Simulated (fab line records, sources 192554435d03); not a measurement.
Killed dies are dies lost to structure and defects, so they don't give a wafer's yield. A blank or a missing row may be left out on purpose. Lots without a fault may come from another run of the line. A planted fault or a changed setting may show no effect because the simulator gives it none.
Split-lot study + flow n5-finfet + route with 1938 steps; 7 lots, 21 wafers read

THE SPLIT ITSELF
At N5_MOL_CONTACT_COAG_ALD_133 (deposits SiO2, target thk 5 nm, pulse time 1 s, co reactant pulse time 1 s), the setting ald-cycles was moved away from the recipe's 35 on 5 of the 21 wafers read, by -11.4% to +14.3%. For the rest of the wafers, this setting stayed at what the recipe calls for.

The reading is taken at the split's own step.

THE READING
SiO2_of_MOL_CONTACT_COAG_ALD_133.thk-nm (the simulator's own value, which no gauge read), in nm, at N5_MOL_CONTACT_COAG_ALD_133 (deposits SiO2, target thk 5 nm, pulse time 1 s, co reactant pulse time 1 s). There is no usual value for it anywhere in the file.

| wafer  | tool, chamber at the split | ald-cycles as run | against the recipe | SiO2_of_MOL_CONTACT_COAG_ALD_133.thk-nm, nm | against lot-mates on the recipe |
|--------|----------------------------|-------------------|--------------------|---------------------------------------------|---------------------------------|
| L086.1 | ald-sin-01, 3,0            | 35                | recipe             | 5                                           | -                               |
| L086.3 | ald-sin-01, 3,0            | 35                | recipe             | 5                                           | -                               |
| L086.2 | ald-sin-01, 2              | 40                | +14.3%             | 5.6                                         | +0.6                            |
| L088.1 | ald-sin-04, 3,0            | 35                | recipe             | 5                                           | -                               |
| L088.3 | ald-sin-04, 3,0            | 35                | recipe             | 5                                           | -                               |
| L088.2 | ald-sin-04, 2              | 40                | +14.3%             | 5.6                                         | +0.6                            |
| L089.2 | ald-sin-01, 0,3            | 31                | -11.4%             | 4.4                                         | -0.6                            |
| L089.4 | ald-sin-01, 0,3            | 31                | -11.4%             | 4.4                                         | -0.6                            |
| L089.5 | ald-sin-01, 0              | 35                | recipe             | 5                                           | -                               |
| L090.1 | ald-sin-04, 0              | 32                | -8.6%              | 4.6                                         | -0.4                            |
| L090.3 | ald-sin-04, 1,0            | 35                | recipe             | 5                                           | -                               |
| L090.5 | ald-sin-04, 1,0            | 35                | recipe             | 5                                           | -                               |
| L092.1 | ald-sin-02, 0,1,2          | 35                | recipe             | 5                                           | -                               |
| L092.2 | ald-sin-02, 0,1,2          | 35                | recipe             | 5                                           | -                               |
| L092.5 | ald-sin-02, 0,1,2          | 35                | recipe             | 5                                           | -                               |
| L093.2 | ald-sin-02, 1,3,1          | 35                | recipe             | 5                                           | -                               |
| L093.4 | ald-sin-02, 1,3,1          | 35                | recipe             | 5                                           | -                               |
| L093.5 | ald-sin-02, 1,3,1          | 35                | recipe             | 5                                           | -                               |
| L097.1 | ald-sin-04, 0,3,1          | 35                | recipe             | 5                                           | -                               |
| L097.3 | ald-sin-04, 0,3,1          | 35                | recipe             | 5                                           | -                               |
| L097.4 | ald-sin-04, 0,3,1          | 35                | recipe             | 5                                           | -                               |
Rows listing several chambers each stand for several wafers; the file does not say which wafer went through which chamber.

THE FIT
A straight line over all 21 wafers: SiO2_of_MOL_CONTACT_COAG_ALD_133.thk-nm changes by +0.0461 nm for each +1% of ald-cycles; r = +1.00; the points scatter about the line by 0.027 nm.
The same after taking each lot's own level away (the mean of its wafers on the recipe; 21 wafers): +0.0461 nm for each +1%; r = +1.00; scatter 0.027 nm.
That fit puts the effect of the largest move of ald-cycles on the reading at 0.66 nm.
The lots' own levels span 5.00 to 5.00 nm.
The two slopes are in agreement: the lot-to-lot level therefore moves the slope only a little.
Check: +0.668 nm against its lot-mates is what the line predicts for one of the wafers moved furthest among these (+14.3%) when that wafer is left out of the fit. Against them it came out at +0.6 nm.

ADDITIONAL SPLITS CARRIED BY THESE WAFERS
Other splits were also applied to these wafers ahead of the reading. Each is held against what the fit with the lots' levels taken away leaves over:
| other split on the same wafers        | wafers away from the commonest value | r with SiO2_of_MOL_CONTACT_COAG_ALD_133.thk-nm (lot level and that fit taken away) |
|---------------------------------------|--------------------------------------|------------------------------------------------------------------------------------|
| N5_GATE_CUT_ETCH_36 cf4-flow-sccm     | 5                                    | -0.16                                                                              |
| N5_MOL_CONTACT_COAG_EXPOSE_37 dose-mj | 8                                    | +0.04                                                                              |

FILE'S OWN FIT
SiO2_of_MOL_CONTACT_COAG_ALD_133.thk-nm changes by +0.0448 nm for each +1% of ald-cycles, r = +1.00.
